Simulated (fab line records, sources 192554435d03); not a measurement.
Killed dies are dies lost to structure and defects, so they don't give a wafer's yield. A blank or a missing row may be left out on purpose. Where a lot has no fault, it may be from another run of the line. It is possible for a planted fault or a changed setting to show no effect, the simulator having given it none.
fab line records || flow n5Finfet
record: {"lots": 6, "wafers": 18, "lastDay": 16}
route steps=1938 shown GATE_CUT@473
lots that met no fault: taken from a fault-free run of the same line
startH: hours from the record's first day to the start of the lot's first wafer shown || waitH: hours from the lot's prior step to this one || " repeats the value in the row above || L1.1+2: several wafers, shown together as one row || - no value, or no start given || * or withheld: withheld || < > ~ a bound
route shown NAME@n: names a module that has steps shown in the file, with the first one's number in the route || usual: mean/standard deviation of fault-free wafers || same: alike in all rows || chamber/n: place in a boat || sites: the reading at each site || _std_site: the values' standard deviation || _edge_site: the outer-site mean with the inner-site mean subtracted || radiusMm: for every site, how far away it sits from the centre of the wafer || mask NAME#n: copy n || behind: the last tool/chamber to shape the wafer || hold: reason for holding the lot/hours on hold/outcome of the hold || device: the n, p or np transistor that did not switch || end of line: tests run on the same wafers once the route is complete || where a step has no rows: the recipe by itself || killed: count of dies lost to structure and defects at first sort (not the wafer's yield) || map: shows each die of a wafer: x if killed, . if not, _ if none is there
set.NAME: the run value of the setting; set.NAME@STEP: its run value at that earlier step || model.NAME: the simulator's own value behind a step, which no gauge read
lots at selected steps of the route; one table per step, one row per wafer
services: a tool's chamber out of use, with start hour (startH, from the record's first day; less than 0 if before it), hours out, and reason
== steps ==
step: N5_GATE_CUT_SAC_CAP_01
recipe: {"material": "SiNx", "targetThkA": 240, "tempC": 400, "aldPrecursorFamily": "SiH2I2", "aldCoReactant": "N2/H2-plasma", "pulseTimeS": 1, "aldCycles": 480, "purgeTimeS": 2, "coReactantPurgeTimeS": 2, "pressureTorr": 2}
usual: {"heaterPowerW": "837/91", "precursorPulseHeightRel": "1.000/0.022", "susceptorTempC": "399.96/0.25"}
{"lot.wafer": "L396.2", "tool": "aldSin-04", "chamber": 1, "startH": 86.57, "waitH": 0.0, "heaterPowerW": 910, "precursorPulseHeightRel": 0.989, "susceptorTempC": 400.10}
{"lot.wafer": "L396.4", "tool": "aldSin-04", "chamber": 2, "startH": 86.57, "waitH": 0.0, "heaterPowerW": 836, "precursorPulseHeightRel": 0.999, "susceptorTempC": 399.97}
{"lot.wafer": "L396.6", "tool": "aldSin-04", "chamber": 3, "startH": 87.66, "waitH": 1.1, "heaterPowerW": 930, "precursorPulseHeightRel": 0.983, "susceptorTempC": 399.82}
{"lot.wafer": "L398.4", "tool": "aldSin-01", "chamber": 2, "startH": 101.27, "waitH": 4.7, "heaterPowerW": 832, "precursorPulseHeightRel": 1.036, "susceptorTempC": 399.91}
{"lot.wafer": "L398.5", "tool": "aldSin-01", "chamber": 3, "startH": 102.36, "waitH": 5.8, "heaterPowerW": 912, "precursorPulseHeightRel": 1.030, "susceptorTempC": 400.22}
{"lot.wafer": "L398.6", "tool": "aldSin-01", "chamber": 0, "startH": 102.36, "waitH": 5.8, "heaterPowerW": 862, "precursorPulseHeightRel": 0.997, "susceptorTempC": 400.07}
{"lot.wafer": "L399.1", "tool": "aldSin-04", "chamber": 1, "startH": 108.20, "waitH": 0.0, "heaterPowerW": 910, "precursorPulseHeightRel": 1.020, "susceptorTempC": 400.12}
{"lot.wafer": "L399.2", "tool": "aldSin-04", "chamber": 3, "startH": 108.20, "waitH": 0.0, "heaterPowerW": 928, "precursorPulseHeightRel": 0.954, "susceptorTempC": 400.12}
{"lot.wafer": "L399.4", "tool": "aldSin-04", "chamber": 0, "startH": 108.20, "waitH": 0.0, "heaterPowerW": 674, "precursorPulseHeightRel": 0.971, "susceptorTempC": 399.85}
{"lot.wafer": "L408.1", "tool": "aldSin-03", "chamber": 3, "startH": 160.64, "waitH": 1.3, "heaterPowerW": 786, "precursorPulseHeightRel": 0.999, "susceptorTempC": 399.71}
{"lot.wafer": "L408.4", "tool": "aldSin-03", "chamber": 2, "startH": 160.64, "waitH": 1.3, "heaterPowerW": 989, "precursorPulseHeightRel": 1.006, "susceptorTempC": 400.04}
{"lot.wafer": "L408.5", "tool": "aldSin-03", "chamber": 1, "startH": 161.73, "waitH": 2.4, "heaterPowerW": 884, "precursorPulseHeightRel": 0.982, "susceptorTempC": 399.95}
{"lot.wafer": "L411.4", "tool": "aldSin-04", "chamber": 3, "startH": 177.24, "waitH": 0.0, "heaterPowerW": 953, "precursorPulseHeightRel": 1.019, "susceptorTempC": 400.02}
{"lot.wafer": "L411.5", "tool": "aldSin-04", "chamber": 3, "startH": 178.32, "waitH": 1.1, "heaterPowerW": 926, "precursorPulseHeightRel": 1.014, "susceptorTempC": 399.61}
{"lot.wafer": "L411.6", "tool": "aldSin-04", "chamber": 0, "startH": 178.32, "waitH": 1.1, "heaterPowerW": 667, "precursorPulseHeightRel": 1.001, "susceptorTempC": 400.31}
{"lot.wafer": "L412.1", "tool": "aldSin-03", "chamber": 1, "startH": 182.56, "waitH": 0.2, "heaterPowerW": 893, "precursorPulseHeightRel": 1.027, "susceptorTempC": 399.74}
{"lot.wafer": "L412.3", "tool": "aldSin-03", "chamber": 3, "startH": 182.56, "waitH": 0.2, "heaterPowerW": 796, "precursorPulseHeightRel": 0.980, "susceptorTempC": 399.98}
{"lot.wafer": "L412.6", "tool": "aldSin-03", "chamber": 2, "startH": 183.65, "waitH": 1.3, "heaterPowerW": 972, "precursorPulseHeightRel": 1.039, "susceptorTempC": 399.58}
step: N5_GATE_CUT_PECVD_57
recipe: {"material": "SiNx", "targetThkA": 210, "tempC": 400, "precursor": "SiH4/NH3/N2", "pressureTorr": 1.5, "rfW": 300}
usual: {"heaterPowerW": "753/90", "showerheadPlenumPTorr": "5.11/0.074", "susceptorTempC": "399.99/0.23", "throttleValvePct": "40.3/2.2"}
{"lot.wafer": "L396.2", "tool": "pecvd-01", "chamber": 1, "startH": 88.77, "waitH": 1.1, "heaterPowerW": 593, "showerheadPlenumPTorr": 5.08, "susceptorTempC": 399.62, "throttleValvePct": 39.6}
{"lot.wafer": "L396.4", "tool": "pecvd-01", "chamber": 2, "startH": 88.77, "waitH": 1.1, "heaterPowerW": 724, "showerheadPlenumPTorr": 5.08, "susceptorTempC": 400.19, "throttleValvePct": 38.9}
{"lot.wafer": "L396.6", "tool": "pecvd-01", "chamber": 1, "startH": 88.77, "waitH": 1.1, "heaterPowerW": 579, "showerheadPlenumPTorr": 5.11, "susceptorTempC": 399.90, "throttleValvePct": 39.7}
{"lot.wafer": "L398.4", "tool": "pecvd-02", "chamber": 2, "startH": 103.49, "waitH": 1.1, "heaterPowerW": 663, "showerheadPlenumPTorr": 5.03, "susceptorTempC": 399.97, "throttleValvePct": 38.5}
{"lot.wafer": "L398.5", "tool": "pecvd-02", "chamber": 1, "startH": 103.49, "waitH": 1.1, "heaterPowerW": 899, "showerheadPlenumPTorr": 4.98, "susceptorTempC": 399.72, "throttleValvePct": 43.7}
{"lot.wafer": "L398.6", "tool": "pecvd-02", "chamber": 0, "startH": 103.49, "waitH": 1.1, "heaterPowerW": 790, "showerheadPlenumPTorr": 5.18, "susceptorTempC": 400.25, "throttleValvePct": 38.4}
{"lot.wafer": "L399.1", "tool": "pecvd-01", "chamber": 1, "startH": 110.39, "waitH": 1.1, "heaterPowerW": 575, "showerheadPlenumPTorr": 5.09, "susceptorTempC": 399.71, "throttleValvePct": 40.0}
{"lot.wafer": "L399.2", "tool": "pecvd-01", "chamber": 2, "startH": 110.39, "waitH": 1.1, "heaterPowerW": 721, "showerheadPlenumPTorr": 5.08, "susceptorTempC": 399.74, "throttleValvePct": 39.4}
{"lot.wafer": "L399.4", "tool": "pecvd-01", "chamber": 2, "startH": 110.39, "waitH": 1.1, "heaterPowerW": 729, "showerheadPlenumPTorr": 5.08, "susceptorTempC": 399.73, "throttleValvePct": 39.2}
{"lot.wafer": "L408.1", "tool": "pecvd-03", "chamber": 2, "startH": 162.84, "waitH": 1.1, "heaterPowerW": 819, "showerheadPlenumPTorr": 5.14, "susceptorTempC": 400.01, "throttleValvePct": 37.1}
{"lot.wafer": "L408.4", "tool": "pecvd-03", "chamber": 0, "startH": 162.84, "waitH": 1.1, "heaterPowerW": 811, "showerheadPlenumPTorr": 5.09, "susceptorTempC": 400.11, "throttleValvePct": 41.2}
{"lot.wafer": "L408.5", "tool": "pecvd-03", "chamber": 2, "startH": 162.84, "waitH": 1.1, "heaterPowerW": 848, "showerheadPlenumPTorr": 5.15, "susceptorTempC": 400.05, "throttleValvePct": 37.1}
{"lot.wafer": "L411.4", "tool": "pecvd-01", "chamber": 0, "startH": 179.45, "waitH": 1.1, "heaterPowerW": 715, "showerheadPlenumPTorr": 5.13, "susceptorTempC": 400.32, "throttleValvePct": 43.0}
{"lot.wafer": "L411.5", "tool": "pecvd-01", "chamber": 0, "startH": 179.45, "waitH": 1.1, "heaterPowerW": 722, "showerheadPlenumPTorr": 5.13, "susceptorTempC": 400.47, "throttleValvePct": 43.3}
{"lot.wafer": "L411.6", "tool": "pecvd-01", "chamber": 2, "startH": 179.45, "waitH": 1.1, "heaterPowerW": 707, "showerheadPlenumPTorr": 5.08, "susceptorTempC": 399.94, "throttleValvePct": 39.3}
{"lot.wafer": "L412.1", "tool": "pecvd-03", "chamber": 2, "startH": 184.76, "waitH": 1.1, "heaterPowerW": 883, "showerheadPlenumPTorr": 5.14, "susceptorTempC": 399.83, "throttleValvePct": 37.3}
{"lot.wafer": "L412.3", "tool": "pecvd-03", "chamber": 2, "startH": 184.76, "waitH": 1.1, "heaterPowerW": 910, "showerheadPlenumPTorr": 5.15, "susceptorTempC": 399.65, "throttleValvePct": 37.3}
{"lot.wafer": "L412.6", "tool": "pecvd-03", "chamber": 0, "startH": 184.76, "waitH": 1.1, "heaterPowerW": 797, "showerheadPlenumPTorr": 5.10, "susceptorTempC": 399.99, "throttleValvePct": 41.3}
step: N5_GATE_CUT_CMP_02
recipe: {"stopOn": "SiO2", "tOverpolishS": 12.7, "postCmpClean": "alkalineBrush", "downForcePsi": 2.5, "platenRpm": 51.8, "padVelocityMS": 1.0307, "targetThkNm": 0}
usual: {"motorCurrentA": "9.3/1.1", "overpolishRunS": "12.700/0.0097", "timeToEndpointS": "24.6/2.6"}
{"lot.wafer": "L396.2", "tool": "cmp-03", "chamber": 3, "startH": 88.84, "waitH": 0.1, "motorCurrentA": 9.6, "overpolishRunS": 12.697, "timeToEndpointS": 23.0}
{"lot.wafer": "L396.4", "tool": "cmp-03", "chamber": 1, "startH": 88.84, "waitH": 0.1, "motorCurrentA": 8.5, "overpolishRunS": 12.709, "timeToEndpointS": 22.0}
{"lot.wafer": "L396.6", "tool": "cmp-03", "chamber": 3, "startH": 88.84, "waitH": 0.1, "motorCurrentA": 9.8, "overpolishRunS": 12.723, "timeToEndpointS": 21.2}
{"lot.wafer": "L398.4", "tool": "cmp-04", "chamber": 2, "startH": 103.58, "waitH": 0.1, "motorCurrentA": 9.8, "overpolishRunS": 12.698, "timeToEndpointS": 28.6}
{"lot.wafer": "L398.6", "tool": "cmp-04", "chamber": 1, "startH": 103.58, "waitH": 0.1, "motorCurrentA": 10.3, "overpolishRunS": 12.707, "timeToEndpointS": 24.9}
{"lot.wafer": "L398.5", "tool": "cmp-04", "chamber": 2, "startH": 103.58, "waitH": 0.1, "motorCurrentA": 10.2, "overpolishRunS": 12.695, "timeToEndpointS": 27.5}
{"lot.wafer": "L399.2", "tool": "cmp-04", "chamber": 0, "startH": 110.52, "waitH": 0.1, "motorCurrentA": 7.8, "overpolishRunS": 12.701, "timeToEndpointS": 24.1}
{"lot.wafer": "L399.4", "tool": "cmp-04", "chamber": 1, "startH": 110.52, "waitH": 0.1, "motorCurrentA": 10.2, "overpolishRunS": 12.709, "timeToEndpointS": 21.4}
{"lot.wafer": "L399.1", "tool": "cmp-04", "chamber": 2, "startH": 110.52, "waitH": 0.1, "motorCurrentA": 9.8, "overpolishRunS": 12.707, "timeToEndpointS": 20.8}
{"lot.wafer": "L408.4", "tool": "cmp-01", "chamber": 0, "startH": 162.91, "waitH": 0.0, "motorCurrentA": 7.2, "overpolishRunS": 12.695, "timeToEndpointS": 24.7}
{"lot.wafer": "L408.1", "tool": "cmp-01", "chamber": 2, "startH": 162.91, "waitH": 0.0, "motorCurrentA": 8.2, "overpolishRunS": 12.700, "timeToEndpointS": 25.5}
{"lot.wafer": "L408.5", "tool": "cmp-01", "chamber": 1, "startH": 162.91, "waitH": 0.0, "motorCurrentA": 10.5, "overpolishRunS": 12.698, "timeToEndpointS": 22.6}
{"lot.wafer": "L411.4", "tool": "cmp-04", "chamber": 3, "startH": 179.57, "waitH": 0.1, "motorCurrentA": 7.0, "overpolishRunS": 12.709, "timeToEndpointS": 26.0}
{"lot.wafer": "L411.5", "tool": "cmp-04", "chamber": 2, "startH": 179.57, "waitH": 0.1, "motorCurrentA": 9.9, "overpolishRunS": 12.692, "timeToEndpointS": 29.2}
{"lot.wafer": "L411.6", "tool": "cmp-04", "chamber": 3, "startH": 179.57, "waitH": 0.1, "motorCurrentA": 6.7, "overpolishRunS": 12.707, "timeToEndpointS": 26.5}
{"lot.wafer": "L412.3", "tool": "cmp-01", "chamber": 1, "startH": 184.89, "waitH": 0.1, "motorCurrentA": 10.1, "overpolishRunS": 12.687, "timeToEndpointS": 23.4}
{"lot.wafer": "L412.1", "tool": "cmp-01", "chamber": 2, "startH": 184.89, "waitH": 0.1, "motorCurrentA": 8.0, "overpolishRunS": 12.709, "timeToEndpointS": 23.7}
{"lot.wafer": "L412.6", "tool": "cmp-01", "chamber": 0, "startH": 184.89, "waitH": 0.1, "motorCurrentA": 7.5, "overpolishRunS": 12.703, "timeToEndpointS": 22.9}
step: N5_GATE_CUT_HM_DEP_46
recipe: {"material": "SiO2", "targetThkA": 1300, "tempC": 400, "precursor": "TEOS/O2", "pressureTorr": 6.5, "rfW": 900, "teosFlowSccm": 161.4, "gas": "O2", "flowSccm": 2650, "timeS": 26.6}
usual: {"heaterPowerW": "540/97", "showerheadPlenumPTorr": "8.32/0.04", "susceptorTempC": "399.98/0.24", "throttleValvePct": "18.8/1"}
{"lot.wafer": "L396.2", "tool": "pecvd-02", "chamber": 0, "startH": 89.17, "waitH": 0.0, "heaterPowerW": 516, "showerheadPlenumPTorr": 8.37, "susceptorTempC": 400.23, "throttleValvePct": 18.1}
{"lot.wafer": "L396.4", "tool": "pecvd-02", "chamber": 0, "startH": 89.17, "waitH": 0.0, "heaterPowerW": 530, "showerheadPlenumPTorr": 8.35, "susceptorTempC": 400.16, "throttleValvePct": 17.8}
{"lot.wafer": "L396.6", "tool": "pecvd-02", "chamber": 0, "startH": 89.17, "waitH": 0.0, "heaterPowerW": 536, "showerheadPlenumPTorr": 8.34, "susceptorTempC": 399.78, "throttleValvePct": 18.1}
{"lot.wafer": "L398.4", "tool": "pecvd-03", "chamber": 1, "startH": 103.89, "waitH": 0.1, "heaterPowerW": 600, "showerheadPlenumPTorr": 8.40, "susceptorTempC": 399.84, "throttleValvePct": 19.3}
{"lot.wafer": "L398.5", "tool": "pecvd-03", "chamber": 0, "startH": 103.89, "waitH": 0.1, "heaterPowerW": 599, "showerheadPlenumPTorr": 8.31, "susceptorTempC": 399.89, "throttleValvePct": 19.1}
{"lot.wafer": "L398.6", "tool": "pecvd-03", "chamber": 2, "startH": 103.89, "waitH": 0.1, "heaterPowerW": 536, "showerheadPlenumPTorr": 8.35, "susceptorTempC": 400.11, "throttleValvePct": 17.3}
{"lot.wafer": "L399.1", "tool": "pecvd-02", "chamber": 0, "startH": 110.81, "waitH": 0.0, "heaterPowerW": 549, "showerheadPlenumPTorr": 8.37, "susceptorTempC": 400.32, "throttleValvePct": 17.8}
{"lot.wafer": "L399.2", "tool": "pecvd-02", "chamber": 1, "startH": 110.81, "waitH": 0.0, "heaterPowerW": 715, "showerheadPlenumPTorr": 8.29, "susceptorTempC": 400.28, "throttleValvePct": 20.3}
{"lot.wafer": "L399.4", "tool": "pecvd-02", "chamber": 0, "startH": 110.81, "waitH": 0.0, "heaterPowerW": 533, "showerheadPlenumPTorr": 8.34, "susceptorTempC": 400.14, "throttleValvePct": 18.0}
{"lot.wafer": "L408.1", "tool": "pecvd-02", "chamber": 1, "startH": 163.24, "waitH": 0.0, "heaterPowerW": 719, "showerheadPlenumPTorr": 8.27, "susceptorTempC": 400.23, "throttleValvePct": 20.2}
{"lot.wafer": "L408.4", "tool": "pecvd-02", "chamber": 0, "startH": 163.24, "waitH": 0.0, "heaterPowerW": 557, "showerheadPlenumPTorr": 8.34, "susceptorTempC": 399.84, "throttleValvePct": 17.9}
{"lot.wafer": "L408.5", "tool": "pecvd-02", "chamber": 1, "startH": 163.24, "waitH": 0.0, "heaterPowerW": 554, "showerheadPlenumPTorr": 8.25, "susceptorTempC": 400.04, "throttleValvePct": 20.5}
{"lot.wafer": "L411.4", "tool": "pecvd-02", "chamber": 0, "startH": 179.88, "waitH": 0.1, "heaterPowerW": 596, "showerheadPlenumPTorr": 8.35, "susceptorTempC": 400.12, "throttleValvePct": 18.1}
{"lot.wafer": "L411.5", "tool": "pecvd-02", "chamber": 2, "startH": 179.88, "waitH": 0.1, "heaterPowerW": 522, "showerheadPlenumPTorr": 8.29, "susceptorTempC": 399.39, "throttleValvePct": 18.1}
{"lot.wafer": "L411.6", "tool": "pecvd-02", "chamber": 1, "startH": 179.88, "waitH": 0.1, "heaterPowerW": 562, "showerheadPlenumPTorr": 8.28, "susceptorTempC": 399.66, "throttleValvePct": 20.4}
{"lot.wafer": "L412.1", "tool": "pecvd-03", "chamber": 0, "startH": 185.19, "waitH": 0.0, "heaterPowerW": 528, "showerheadPlenumPTorr": 8.31, "susceptorTempC": 399.80, "throttleValvePct": 19.3}
{"lot.wafer": "L412.3", "tool": "pecvd-03", "chamber": 0, "startH": 185.19, "waitH": 0.0, "heaterPowerW": 519, "showerheadPlenumPTorr": 8.31, "susceptorTempC": 399.68, "throttleValvePct": 19.3}
{"lot.wafer": "L412.6", "tool": "pecvd-03", "chamber": 2, "startH": 185.19, "waitH": 0.0, "heaterPowerW": 708, "showerheadPlenumPTorr": 8.34, "susceptorTempC": 399.81, "throttleValvePct": 17.6}
step: N5_GATE_CUT_COAT_34
recipe: {"resist": "SOC", "tempC": 250, "timeS": 60, "spinRpm": 1500, "resistThkNm": 60}
step: N5_GATE_CUT_COAT_35
recipe: {"resist": "SiARC", "tempC": 220, "timeS": 60, "spinRpm": 1500, "resistThkNm": 10}
step: N5_GATE_CUT_COAT_27
recipe: {"resist": "underlayer", "tempC": 205, "timeS": 60, "spinRpm": 1500, "resistThkNm": 10}
step: N5_GATE_CUT_COAT_07
recipe: {"resist": "CAR-EUV", "spinRpm": 1500, "resistThkNm": 30}
step: N5_GATE_CUT_EBR_09
recipe: {"solvent": "PGMEA", "ebrWidthMm": 1.5}
step: N5_GATE_CUT_SOFTBAKE_08
recipe: {"tempC": 110, "timeS": 60, "resist": "CAR-EUV"}
step: N5_GATE_CUT_EXPOSE_10
recipe: {"maskId": "GATE_CUT", "na": 0.33, "sourceShape": "annular", "sigmaInner": 0.35, "sigmaOuter": 0.8, "polarization": "unpolarized", "targetCdNm": 20, "doseMj": 43.25}
step: N5_GATE_CUT_PEB_11
recipe: {"pebTempC": 100, "pebTimeS": 60, "resist": "CAR-EUV"}
usual: {"chillPlateTempC": "22.98/0.098", "exhaustPa": "45.0/0.86", "heaterPowerTotalW": "153.9/1.1"}
{"lot.wafer": "L396.2", "tool": "lithoTrack-05", "chamber": 0, "startH": 89.46, "waitH": 0.1, "chillPlateTempC": 22.97, "exhaustPa": 44.1, "heaterPowerTotalW": 152.8}
{"lot.wafer": "L396.4", "tool": "lithoTrack-05", "chamber": 0, "startH": 89.46, "waitH": 0.1, "chillPlateTempC": 23.07, "exhaustPa": 45.9, "heaterPowerTotalW": 154.9}
{"lot.wafer": "L396.6", "tool": "lithoTrack-05", "chamber": 0, "startH": 89.46, "waitH": 0.1, "chillPlateTempC": 22.98, "exhaustPa": 45.8, "heaterPowerTotalW": 155.3}
{"lot.wafer": "L398.4", "tool": "lithoTrack-04", "chamber": "-", "startH": 104.14, "waitH": 0.0, "chillPlateTempC": "-", "exhaustPa": "-", "heaterPowerTotalW": "-"}
{"lot.wafer": "L398.5", "tool": "lithoTrack-04", "chamber": "-", "startH": 104.14, "waitH": 0.0, "chillPlateTempC": "-", "exhaustPa": "-", "heaterPowerTotalW": "-"}
{"lot.wafer": "L398.6", "tool": "lithoTrack-04", "chamber": "-", "startH": 104.14, "waitH": 0.0, "chillPlateTempC": "-", "exhaustPa": "-", "heaterPowerTotalW": "-"}
{"lot.wafer": "L399.1", "tool": "lithoTrack-04", "chamber": "-", "startH": 111.20, "waitH": 0.1, "chillPlateTempC": "-", "exhaustPa": "-", "heaterPowerTotalW": "-"}
{"lot.wafer": "L399.2", "tool": "lithoTrack-04", "chamber": "-", "startH": 111.20, "waitH": 0.1, "chillPlateTempC": "-", "exhaustPa": "-", "heaterPowerTotalW": "-"}
{"lot.wafer": "L399.4", "tool": "lithoTrack-04", "chamber": "-", "startH": 111.20, "waitH": 0.1, "chillPlateTempC": "-", "exhaustPa": "-", "heaterPowerTotalW": "-"}
{"lot.wafer": "L408.1", "tool": "lithoTrack-04", "chamber": 0, "startH": 163.64, "waitH": 0.1, "chillPlateTempC": 23.03, "exhaustPa": 44.1, "heaterPowerTotalW": 152.3}
{"lot.wafer": "L408.4", "tool": "lithoTrack-04", "chamber": 0, "startH": 163.64, "waitH": 0.1, "chillPlateTempC": 22.87, "exhaustPa": 44.5, "heaterPowerTotalW": 152.6}
{"lot.wafer": "L408.5", "tool": "lithoTrack-04", "chamber": 0, "startH": 163.64, "waitH": 0.1, "chillPlateTempC": 22.94, "exhaustPa": 43.8, "heaterPowerTotalW": 152.6}
{"lot.wafer": "L411.4", "tool": "lithoTrack-04", "chamber": 0, "startH": 180.13, "waitH": 0.0, "chillPlateTempC": 23.13, "exhaustPa": 45.4, "heaterPowerTotalW": 153.0}
{"lot.wafer": "L411.5", "tool": "lithoTrack-04", "chamber": 0, "startH": 180.13, "waitH": 0.0, "chillPlateTempC": 22.83, "exhaustPa": 43.9, "heaterPowerTotalW": 154.4}
{"lot.wafer": "L411.6", "tool": "lithoTrack-04", "chamber": 0, "startH": 180.13, "waitH": 0.0, "chillPlateTempC": 22.75, "exhaustPa": 44.3, "heaterPowerTotalW": 152.7}
{"lot.wafer": "L412.1", "tool": "lithoTrack-05", "chamber": 0, "startH": 185.60, "waitH": 0.1, "chillPlateTempC": 22.90, "exhaustPa": 45.9, "heaterPowerTotalW": 152.4}
{"lot.wafer": "L412.3", "tool": "lithoTrack-05", "chamber": 0, "startH": 185.60, "waitH": 0.1, "chillPlateTempC": 22.82, "exhaustPa": 45.4, "heaterPowerTotalW": 154.6}
{"lot.wafer": "L412.6", "tool": "lithoTrack-05", "chamber": 0, "startH": 185.60, "waitH": 0.1, "chillPlateTempC": 22.83, "exhaustPa": 43.7, "heaterPowerTotalW": 153.9}
step: N5_GATE_CUT_DEVELOP_12
recipe: {"developTimeS": 30, "developer": "TMAH", "resist": "CAR-EUV", "rinseLiquid": "surfactantRinse", "dry": "airSpin", "devTempC": 23}
== services ==
{"tool": "aldSin-03", "chamber": 2, "startH": 65.32, "hours": 6.0, "kind": "repair"}
{"tool": "cmp-03", "chamber": "-", "startH": 71.24, "hours": 4.3, "kind": "repair"}
{"tool": "aldSin-03", "chamber": "-", "startH": 85.89, "hours": 14.0, "kind": "pm"}
{"tool": "aldSin-03", "chamber": 0, "startH": 85.89, "hours": 14.0, "kind": "ventCycle"}
{"tool": "aldSin-03", "chamber": 1, "startH": 85.89, "hours": 14.0, "kind": "ventCycle"}
{"tool": "aldSin-03", "chamber": 2, "startH": 85.89, "hours": 14.0, "kind": "ventCycle"}
{"tool": "aldSin-03", "chamber": 3, "startH": 85.89, "hours": 14.0, "kind": "ventCycle"}
{"tool": "pecvd-02", "chamber": 1, "startH": 87.19, "hours": 5.5, "kind": "scheduledDown"}
{"tool": "pecvd-03", "chamber": 1, "startH": 88.26, "hours": 5.5, "kind": "scheduledDown"}
{"tool": "aldSin-01", "chamber": "-", "startH": 95.73, "hours": 5.5, "kind": "repair"}
{"tool": "cmp-03", "chamber": "-", "startH": 96.44, "hours": 0.5, "kind": "repair"}
{"tool": "aldSin-03", "chamber": 0, "startH": 99.89, "hours": "-", "kind": "clean"}
{"tool": "aldSin-03", "chamber": 1, "startH": 99.89, "hours": "-", "kind": "clean"}
{"tool": "aldSin-03", "chamber": 2, "startH": 99.89, "hours": "-", "kind": "clean"}
{"tool": "pecvd-02", "chamber": "-", "startH": 104.26, "hours": 1.2, "kind": "repair"}
{"tool": "pecvd-01", "chamber": 2, "startH": 106.49, "hours": 2.1, "kind": "scheduledDown"}
{"tool": "pecvd-01", "chamber": "-", "startH": 114.27, "hours": 1.3, "kind": "repair"}
{"tool": "pecvd-03", "chamber": 1, "startH": 118.82, "hours": 2.1, "kind": "scheduledDown"}
{"tool": "cmp-04", "chamber": "-", "startH": 159.73, "hours": 1.9, "kind": "repair"}
{"tool": "cmp-01", "chamber": "-", "startH": 164.50, "hours": 4.3, "kind": "pm"}
{"tool": "cmp-01", "chamber": "-", "startH": 173.86, "hours": 3.3, "kind": "repair"}
{"tool": "aldSin-01", "chamber": "-", "startH": 176.75, "hours": 14.0, "kind": "pm"}
{"tool": "pecvd-01", "chamber": 1, "startH": 178.04, "hours": 5.5, "kind": "scheduledDown"}
{"tool": "pecvd-03", "chamber": 1, "startH": 181.93, "hours": 7.5, "kind": "repair"}
== key ==
firstSign: {"step": "N5_GATE_CUT_PEB_11", "reading": "toolRecord", "direction": "missing"}
effect none on later readings
metAt N5_GATE_CUT_PEB_11
struckWafers L398.4,L398.5,L398.6,L399.1,L399.2,L399.4
laterRowsLeftOut L398.4,L398.5,L398.6,L399.1,L399.2,L399.4
sortLeftOut L398.4,L398.5,L398.6,L399.1,L399.2,L399.4
fault: {"kind": "skippedStepWhole", "tool": "lithoTrack-04", "chamber": "-", "onsetH": 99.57, "steps": "N5_GATE_CUT_PEB_11", "scope": "struckLotsOnly"}
sortLeftOut: the simulated sort isn't trusted on such a fault, so these wafers' sort isn't shown, and their yield isn't known
laterRowsLeftOut: the simulator's readings of these wafers behind a module that went badly wrong aren't trusted and aren't shown, but for the sort
